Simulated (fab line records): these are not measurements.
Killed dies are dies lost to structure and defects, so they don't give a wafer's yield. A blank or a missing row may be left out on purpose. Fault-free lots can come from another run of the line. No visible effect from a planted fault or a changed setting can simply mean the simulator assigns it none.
fab line records + flow n5_finfet
record
- lots=4
- wafers=12
- last_day=18
route steps=1938 shown SDB@352 DUMMY_REMOVAL@377 HKMG_FIN@385 PASSIVATION@1936
lots with no fault: from the same line, run without faults
start_h: the number of hours between the record's first day and the start of the first shown wafer of the lot + wait_h: hours since the lot's step before + " identical to the entry in the row above + L1.1+2: a single row standing in for several wafers + - no value, or no start was given + * or withheld: withheld + < > ~ a bound
route shown NAME@n: names a module that has steps shown in the file, with the first one's number in the route + usual: mean/standard deviation of fault-free wafers + same: alike in all rows + chamber/n: place in a boat + sites: readings site by site + _std_site: how widely they spread, as a standard deviation + _edge_site: inner sites' mean taken away from outer sites' mean + radius_mm: how far each site lies from the wafer's centre + mask NAME#n: copy n + behind: the most recent tool/chamber to have shaped the wafer + hold: reason for holding the lot/hours on hold/outcome of the hold + device: the transistor (n, p or np) that didn't switch + end of line: the same wafers' tests at the end of the route + a step with no rows: only its recipe + killed: count of dies lost to structure and defects at first sort (not the wafer's yield) + map: a wafer's dies, marking killed ones x, the rest . and places with no die _
set.NAME: the run value of the setting; set.NAME@STEP: its run value at that earlier step + model.NAME: the simulator's own value behind a step, which no gauge read
lots at selected steps of the route; one table per step, one row per wafer
services: when a tool's chamber went out of use (start_h, in hours from the record's first day, below 0 if earlier), for how many hours, and the reason
## steps
# step N5_SDB_SOFTBAKE_06
# recipe
- temp_c=110
- time_s=60
- resist=CAR-ArF
# step N5_SDB_EXPOSE_08
# recipe
- mask_id=SDB
- na=1.35
- source_shape=conventional
- sigma_outer=0.5
- polarization=unpolarized
- dose_mj=49.6
# step N5_SDB_PEB_09
# recipe
- peb_temp_c=withheld
- peb_time_s=60
- resist=CAR-ArF
# step N5_SDB_DEVELOP_10
# recipe
- develop_time_s=30
- developer=TMAH
- resist=CAR-ArF
- rinse_liquid=diw
- dry=air_spin
- dev_temp_c=23
# step N5_SDB_DESCUM_16
# recipe
- chemistry=O2
- time_s=7.9
- source_power_w=50
- bias_power_w=20
- pressure_mtorr=20
- rf_frequency_hz=2.712e+07
- temp_c=40
- resist=CAR-ArF
- o2_flow_sccm=225
# step N5_SDB_ETCH_17
# recipe
- chemistry=CF4
- target=SiARC
- target_depth_a=234
- mask_material=CAR-ArF
- time_s=39
- ion_energy_ev=80
- pressure_mtorr=40
- source_w=545
- bias_w=36
- Ar_flow_sccm=100
- cf4_flow_sccm=100
- ends=cleared
# step N5_SDB_ETCH_18
# recipe
- chemistry=N2/H2
- target=SOC
- target_depth_a=1000
- overetch_a=200
- mask_material=SiARC
- temp_c=40
- time_s=150
- ion_energy_ev=200
- pressure_mtorr=30
- source_w=840
- bias_w=150
- n2_flow_sccm=200
- h2_flow_sccm=200
# step N5_SDB_STRIP_19
# recipe
- chemistry=N2/H2
- temp_c=40
- n2_flow_sccm=200
- h2_flow_sccm=200
- rf_frequency_hz=6e+07
# step N5_SDB_STRIP_21
# recipe
- chemistry=CF4
- resist=SiARC
- power_w=300
- bias_power_w=75
- pressure_mtorr=50
- cf4_flow_sccm=150
- rf_frequency_hz=6e+07
# step N5_SDB_HM_OPEN_20
# recipe
- chemistry=CH3F/O2
- target=SiNx
- mask_material=SOC
- target_depth_a=240
- stop_on=poly-Si
- over_etch_frac=0.4
- ion_energy_ev=120
- pressure_mtorr=30
- source_w=395
- bias_w=73
- Ar_flow_sccm=150
- CH3F_flow_sccm=30
- O2_flow_sccm=20
# usual
- drypump_motor_current_A=5.8/0.35
- mfc_ar_sccm=150.0/0.43
- oes_o_777_au=0.79/0.075
- oes_product_au=0.65/0.061
- rf_vpp_V=298/3.2
- showerhead_plenum_p_Torr=2.01/0.077
- throttle_valve_pct=16.35/0.25
# same
- over_etch_frac=0.4
| lot.wafer | tool        | chamber | start_h | wait_h | drypump_motor_current_A | mfc_ar_sccm | oes_o_777_au | oes_product_au | rf_hours_counter_h | rf_vpp_V | showerhead_plenum_p_Torr | throttle_valve_pct |
|-----------|-------------|---------|---------|--------|-------------------------|-------------|--------------|----------------|--------------------|----------|--------------------------|--------------------|
| L436.1    | rie_diel-04 | 3       | 120.48  | 0.0    | 5.7                     | 150.2       | 0.87         | 0.72           | 18                 | 303      | 2.14                     | 16.36              |
| L436.3    | "           | 2       | "       | "      | 5.6                     | 150.4       | 0.75         | 0.62           | 159                | 298      | 2.08                     | 16.72              |
| L436.4    | "           | 0       | "       | "      | 5.5                     | 150.2       | 0.88         | 0.71           | 52                 | 293      | 1.95                     | 15.97              |
| L438.2    | rie_diel-04 | 0       | 136.06  | 0.0    | 5.5                     | 150.4       | 0.88         | 0.69           | 56                 | 294      | 1.95                     | 15.95              |
| L438.3    | "           | 2       | "       | "      | 5.6                     | 149.4       | 0.76         | 0.63           | 163                | 299      | 2.08                     | 16.71              |
| L438.5    | "           | 0       | "       | "      | 5.5                     | 149.6       | 0.88         | 0.71           | -                  | 293      | 1.95                     | 15.95              |
| L449.3    | rie_diel-01 | 0       | 198.03  | 0.0    | 6.0                     | 150.7       | 0.82         | 0.66           | 104                | 300      | 1.92                     | 15.97              |
| L449.4    | "           | 2       | "       | "      | 6.2                     | 150.4       | 0.70         | 0.59           | 212                | 298      | 1.98                     | 16.32              |
| L449.6    | "           | 1       | "       | "      | 6.0                     | 149.5       | 0.68         | 0.57           | -                  | 297      | 1.97                     | 16.43              |
| L450.2    | rie_diel-04 | 2       | 205.62  | 0.0    | 5.6                     | 150.2       | 0.72         | 0.59           | 189                | 297      | 2.07                     | 16.78              |
| L450.3    | "           | 3       | "       | "      | 5.6                     | 149.7       | 0.81         | 0.68           | 50                 | 303      | 2.13                     | 16.44              |
| L450.5    | "           | 1       | "       | "      | 6.2                     | 149.9       | 0.83         | 0.69           | -                  | 301      | 2.13                     | 16.30              |
# step N5_SDB_STRIP_22
# recipe
- chemistry=N2/H2
- power_w=1000
- temp_c=250
- h2_frac=0.65
- overash_fraction=0.3
- pressure_mtorr=withheld
- n2_flow_sccm=1750
- h2_flow_sccm=3250
# step N5_SDB_PRECLEAN_23
# recipe
- chemistry=dHF
- time_s=30
- temp_c=25
- dilution=withheld
# step N5_SDB_DUMMY_REMOVE_24
# recipe
- chemistry=TMAH
- temp_c=70
- target=poly-Si
- stop_on=SiO2
- target_depth_nm=142
- conc_wt_pct=5
- time_s=57
- dry=ipa_marangoni
- rinse_time_s=30
- rinse_temp_c=23
# step N5_SDB_ETCH_25
# recipe
- chemistry=C4F6/O2
- target=SiO2
- target_depth_a=100
- time_s=3.3
- ion_energy_ev=250
- mask_material=SiNx
- pressure_mtorr=30
- source_w=345
- bias_w=185
- Ar_flow_sccm=300
- C4F6_flow_sccm=10
- O2_flow_sccm=10
# step N5_SDB_CUT_ETCH_26
# recipe
- chemistry=HBr/Cl2/O2
- target=Si
- target_depth_a=1296
- bt_time_s=20
- mask_material=SiNx
- time_s=51.8
- ion_energy_ev=*
- bias_w=*
- pressure_mtorr=10
- icp_w=800
- HBr_flow_sccm=150
- Cl2_flow_sccm=80
- O2_flow_sccm=12
# step N5_SDB_PRECLEAN_38
# recipe
- chemistry=dHF
- time_s=10
- dilution=750:1
- temp_c=25
# step N5_SDB_PRECLEAN_39
# recipe
- chemistry=O3/DIW
- time_s=45
- temp_c=22
- o3_ppm=10
# step N5_SDB_SRD_28
# recipe
- dry=ipa_marangoni
- time_s=30
- temp_c=23
- rinse_liquid=diw
# step N5_SDB_ALD_29
# recipe
- material=SiNx
- target_thk_a=300
- temp_c=400
- ald_precursor_family=SiH2I2
- ald_co_reactant=N2/H2-plasma
- pulse_time_s=1
- ald_cycles=600
- purge_time_s=2
- co_reactant_purge_time_s=2
- pressure_torr=2
# step N5_SDB_CMP_30
# recipe
- stop_on=poly-Si
- t_overpolish_s=1.54
- post_cmp_clean=alkaline_brush
- down_force_psi=4.1491
- platen_rpm=51.796
- pad_velocity_m_s=1.0306
- target_thk_nm=30
# step N5_DUMMY_REMOVAL_HM_STRIP_01
# recipe
- chemistry=CH3F/O2
- material=SiNx
- target_depth_a=40
- stop_on=poly-Si
- time_s=6.8
- over_etch_frac=0.3
- ion_energy_ev=60
- power_w=410
- bias_w=29
- Ar_flow_sccm=150
- CH3F_flow_sccm=30
- O2_flow_sccm=20
# step N5_DUMMY_REMOVAL_STRIP_10
# recipe
- chemistry=N2/H2
- time_s=40
- power_w=100
- temp_c=40
- pressure_mtorr=100
- rf_frequency_hz=6e+07
- bias_power_w=3
- n2_flow_sccm=300
- h2_flow_sccm=300
# step N5_DUMMY_REMOVAL_PRECLEAN_07
# recipe
- chemistry=dHF
- time_s=30
- temp_c=25
- dilution=withheld
# step N5_DUMMY_REMOVAL_DUMMY_REMOVE_02
# recipe
- chemistry=TMAH
- temp_c=70
- target=poly-Si
- stop_on=SiO2
- target_depth_nm=142
- conc_wt_pct=5
- time_s=57
- dry=ipa_marangoni
- rinse_time_s=30
- rinse_temp_c=23
# step N5_DUMMY_REMOVAL_PRECLEAN_08
# recipe
- chemistry=NF3:NH3
- afs_cycles=2
- temp_c=30
- time_s=20
- sublimation_temp_c=180
- sublimation_time_s=60
- pressure_torr=3
- rf_power_w=30
# step N5_DUMMY_REMOVAL_PRECLEAN_04
# recipe
- chemistry=DHF
- time_s=37
- temp_c=25
- dilution=500:1
# step N5_DUMMY_REMOVAL_SRD_05
# recipe
- dry=ipa_marangoni
- do_ppb=5
- time_s=30
- temp_c=23
- rinse_liquid=diw
# step N5_HKMG_FIN_IL_REGROW_00
# recipe
- material=SiO2
- target_thk_a=7.5
- chemistry=O3
- temp_c=withheld
- time_s=30
# step N5_HKMG_FIN_HK_ALD_01
# recipe
- material=HfO2
- target_thk_a=16
- temp_c=withheld
- ald_precursor_family=HfCl4
- ald_co_reactant=H2O
- pulse_time_s=3
- purge_time_s=3
- co_reactant_purge_time_s=2.5
- co_reactant_pulse_time_s=0.3
- ald_cycles=30
# step N5_HKMG_FIN_HK_ANNEAL_02
# recipe
- temp_c=700
- time_s=30
- ambient=N2
- idle_temp_c=600
- ramp_up_c_per_s=150
- ramp_down_c_per_s=60
- cool_to_c=600
# step N5_HKMG_FIN_ALD_74
# recipe
- material=La2O3
- target_thk_a=5
- temp_c=250
- ald_precursor_family=La-Cp
- ald_co_reactant=O3
- pulse_time_s=6
- co_reactant_pulse_time_s=1
- purge_time_s=3
- co_reactant_purge_time_s=3
# step N5_HKMG_FIN_ALD_75
# recipe
- material=Al2O3
- target_thk_a=10
- temp_c=150
- ald_precursor_family=TMA
- ald_co_reactant=H2O
- pulse_time_s=withheld
- co_reactant_pulse_time_s=1
# step N5_HKMG_FIN_COAT_41
# recipe
- resist=SOC
- temp_c=250
- time_s=60
- spin_rpm=1500
- resist_thk_nm=300
# step N5_HKMG_FIN_COAT_42
# recipe
- resist=SiARC
- temp_c=220
- time_s=60
- spin_rpm=1500
- resist_thk_nm=35
# step N5_HKMG_FIN_COAT_43
# recipe
- resist=CAR-ArF
- spin_rpm=1500
- resist_thk_nm=90
# step N5_HKMG_FIN_EBR_45
# recipe
- solvent=PGMEA
- ebr_width_mm=1.5
# step N5_PASSIVATION_PROBE_49
# usual
- defect_limited_yield=91.2/1.5
- killed_at_M0_to_M3=32/9.6
- killed_at_M4_up=13/5.3
- killed_at_contacts=13/6.7
- killed_at_front_end=42/11
- killed_at_other=3.8/2.9
- killed_dies=103/17
- killed_open=67/13
- killed_short=35/7.9
- sort_bin_5_function=5.2/0.94
- sort_bin_6_memory=3.3/0.64
- sort_n_pass=1077/17
- sort_yield_pct=91.2/1.5
# same
- gross_dies=1180
- killed_at_back_side=0
- sort_bin_4_leakage[%]=0
- sort_bin_8_speed[%]=0
| lot.wafer | tool      | chamber | start_h | wait_h | defect_limited_yield[%] | killed_at_M0_to_M3 | killed_at_M4_up | killed_at_contacts | killed_at_front_end | killed_at_other | killed_dies | killed_open | killed_short | sort_bin_5_function[%] | sort_bin_6_memory[%] | sort_n_pass | sort_yield_pct[%] |
|-----------|-----------|---------|---------|--------|-------------------------|--------------------|-----------------|--------------------|---------------------|-----------------|-------------|-------------|--------------|------------------------|----------------------|-------------|-------------------|
| L436.4    | prober-01 | -       | 346.31  | 0.2    | 83.5                    | 16                 | 19              | 3                  | 150                 | 7               | 195         | 58          | 35           | 10.3                   | 4.3                  | 985         | 83.5              |
| L438.2    | prober-01 | -       | 367.08  | 0.1    | 83.6                    | 37                 | 5               | 10                 | 136                 | 5               | 193         | 53          | 35           | 9.2                    | 3.8                  | 987         | 83.6              |
| L438.5    | prober-01 | -       | 367.23  | 0.2    | 83.6                    | 17                 | 7               | 9                  | 153                 | 8               | 194         | 61          | 23           | 11.0                   | 3.1                  | 986         | 83.6              |
# killed by level:class
L436.4 SDB:unspecified=102 BEOL_M4:geometric_particle:open=12 STI_FIN_REVEAL:geometric_particle:open=10 DUMMY_GATE:geometric_particle:open=7 FIN_SAQP:geometric_particle:open=6 GATE_CUT:geometric_particle:short=5 BEOL_M0_SAQP:geometric_particle:short=4 BEOL_M1:geometric_particle:short=4
L438.2 SDB:unspecified=105 STI_FIN_REVEAL:geometric_particle:open=8 MOL_CONTACT_COAG:geometric_particle:open=8 BEOL_M3:geometric_particle:open=8 STI_FIN_REVEAL:geometric_particle:short=5 GATE_CUT:geometric_particle:open=5 BEOL_M2:geometric_particle:open=5 BEOL_M3:geometric_particle:short=5
L438.5 SDB:unspecified=108 STI_FIN_REVEAL:geometric_particle:open=12 DUMMY_GATE:geometric_particle:open=12 BEOL_M3:geometric_particle:open=8 MOL_CONTACT_COAG:geometric_particle:open=7 FIN_SAQP:geometric_particle:short=5 GATE_CUT:geometric_particle:short=5 BEOL_M4:geometric_particle:open=4
# map L436.4 (x killed, . not)
_________________......x.....________________
______________.x......x......x.._____________
___________.........xx....x.x......__________
__________......x.x.........x.x....._________
________.....................x...x.x.x_______
_______.......x...........x........xxxx______
______..........................xxxx..x._____
_____......x.x..x............xxxxxxxxxxxx____
____x........x..............xxxxxxxxxxxxxx___
___....x...............x.x.....xxxxxxxxxx..__
___.x..x...................x..xxxxxxxxxxxx.__
__.....................x.....xxxxxxxxxxxxxx._
__.........x..................xxxxxxxxxx...._
_.........xx........x......xx..xxxxxxxxxx....
_....................xx......x..xxxx.xxx..x..
_.......x......x......x...........x..x.......
_...x...............x.............x.x..x.....
_.........x..x.x...xx.....x.x......x.........
_......................x...........x.........
_...............x............x...x..x.x......
_.x...............................x....x.....
__...............x.............x.....x.....x_
__x............xx..........................._
___..............x.......x.................__
___.........x......x.......................__
____...x...........................x......___
_____x.......x.x.....x..x......xx........____
______.x..................x............x_____
_______......x.....x...................______
________.............................._______
__________.....x...................._________
___________........................__________
______________....xx...x........_____________
_________________............________________
# map L438.5 (x killed, . not)
_________________...........x________________
______________.x................_____________
___________..x.....................__________
__________.........................._________
________.x...x..................x....._______
_______.....x.......x.......x.....xxxxx______
______............x..........xx.xxxxxxxx_____
_____.........x......x........xxxxxxxxxxx____
____...x...............x...x.xxxxxxxxxxxxx___
___.............x............xxxxxxxxxxxxxx__
___.............x............xxxxxxxxxxxxx.__
__.......x..................xxxxxxxxxxxx..x._
__x...............xx........xxxxxxxxxxxxx..._
_................................xxxxxxx....x
_......................x........xxx.x.....x..
_.........x.......................xx.x.......
_.x..x....................x......xx...x......
_............................................
_..x..x....x.x.x.............................
_.........................x............x.....
_.xx......x...........x.x..x...............x.
__........x..x.................x..x........._
__....x...........x....xx..........x.x......_
___..........x.....x......x................__
___x.......................................__
____......x.....x..............xx..x....x.___
_____.x......x......................x..x.____
______............x.................x.x._____
_______........x........x..x.x..x......______
________.x..x.......x.x...x........x.._______
__________.........................._________
___________....x.....x........x....__________
______________........x........._____________
_________________.....x......________________
## services
| tool        | chamber | start_h | hours | kind   |
|-------------|---------|---------|-------|--------|
| rie_diel-04 | 1       | 154.12  | 31.9  | repair |
| rie_diel-01 | 1       | 203.47  | 7.2   | repair |
## key
first_sign
- step=N5_PASSIVATION_PROBE_49
- reading=killed_at_front_end
- direction=up
- sigmas=9.1
- usual=42
- struck=146
effect
- step=N5_PASSIVATION_PROBE_49
- reading=killed_dies
- direction=up
- sigmas=5.3
- usual=103
- struck=194
more_kills_born_at
- N5_SDB_HM_OPEN_20@rie_diel-04=315
met_at N5_SDB_HM_OPEN_20
struck_wafers L436.4,L438.2,L438.5
fault
- kind=chamber_particle_source
- tool=rie_diel-04
- chamber=0
- onset_h=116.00
- steps=N5_SDB_HM_OPEN_20
- rate_per_visit_cm2=0.75012
- end_h=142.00
